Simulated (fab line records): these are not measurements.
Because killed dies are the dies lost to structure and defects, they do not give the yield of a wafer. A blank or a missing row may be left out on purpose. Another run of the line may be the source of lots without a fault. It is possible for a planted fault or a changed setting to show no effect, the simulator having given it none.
Chamber matching ; flow n5-finfet ; cvd-co-01 running N5_BEOL_M10_CVD_75: 3 sister chambers
The step deposits Co from CCTBA/H2, target thk 2 nm, time 138.9 s. 6 wafers are shown with their chamber, then 7 later ones without.

## WAFERS PAIRED WITH THEIR CHAMBERS
wafer;chamber;run-length-s (s)
L783.6;2;161.2
L784.4;1;161.4
L786.3;1;161.3
L786.4;0;161.0
L798.2;0;161.0
L798.4;2;160.8

## WAFERS WHOSE CHAMBER IS MISSING
wafer;run-length-s (s)
L798.5;161.7
L804.1;161.0
L804.3;161.1
L804.6;160.9
L803.1;161.6
L803.4;160.9
L803.6;161.6

## EACH ONE'S CHAMBER
wafer;from the rows above;in truth
L798.5;1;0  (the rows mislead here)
L804.1;can't be placed: 0 or 2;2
L804.3;can't be placed: 0 or 2 or 1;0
L804.6;can't be placed: 0 or 2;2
L803.1;1;1
L803.4;can't be placed: 0 or 2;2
L803.6;1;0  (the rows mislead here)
Correct placement for 1 of the 7. Unplaceable from these rows: 4, with the true chamber sitting among the candidates in 4. Placed wrongly: 2.
How it was worked out, from the rows above alone: a wafer's distance from a chamber is the root of the sum, over the readings, of the square of ((its reading less the chamber's mean) divided by the reading's scatter). If the next closest chamber is less than 2 further off than the closest, the wafer can't be placed; otherwise it belongs to the closest. A chamber's mean is the mean of its shown wafers. The scatter: the root of (the sum of the squares of (reading less its chamber's mean) over the shown wafers, divided by (wafers less chambers)).
